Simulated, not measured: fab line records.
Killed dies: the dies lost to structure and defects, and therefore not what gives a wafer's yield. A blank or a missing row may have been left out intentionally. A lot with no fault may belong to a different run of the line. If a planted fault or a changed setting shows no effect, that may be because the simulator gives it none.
Matching of chambers ; flow n5-finfet ; 3 sister chambers for N5_BEOL_M8_PECVD_70 on pecvd-01
The step deposits SiO2 from TEOS/O2, target thk 20 nm, time 22.7 s. 3 wafers are shown with their chamber, then 7 later ones without.

EACH WAFER AND ITS CHAMBER
wafer;chamber;throttle-valve-pct (%)
L078.1;2;21.2
L086.6;0;23.8
L088.5;1;21.6

WAFERS WHOSE CHAMBER IS MISSING
wafer;throttle-valve-pct (%)
L088.6;21.1
L095.1;23.9
L095.3;21.0
L095.6;21.4
L097.2;21.1
L097.3;21.4
L097.6;21.3

EACH ONE'S CHAMBER
wafer;from the rows above;in truth
L088.6;2;2
L095.1;0;0
L095.3;2;2
L095.6;can't be placed: 2 or 1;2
L097.2;2;2
L097.3;can't be placed: 2 or 1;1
L097.6;can't be placed: 2 or 1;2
Placed correctly: 4 of 7. Not placeable from these rows: 3 (in 3, the candidates include the true chamber). Number placed wrongly: 0.
How it was worked out, from the rows above alone: a wafer's distance from a chamber is the root of the sum, over the readings, of the square of ((its reading less the chamber's mean) divided by the reading's scatter). If the next closest chamber is less than 2 further off than the closest, the wafer can't be placed; otherwise it belongs to the closest. A chamber's mean is the mean of its shown wafers. The scatter: root of mean squared gap, hidden wafer to nearest shown wafer, with one shown wafer a chamber.
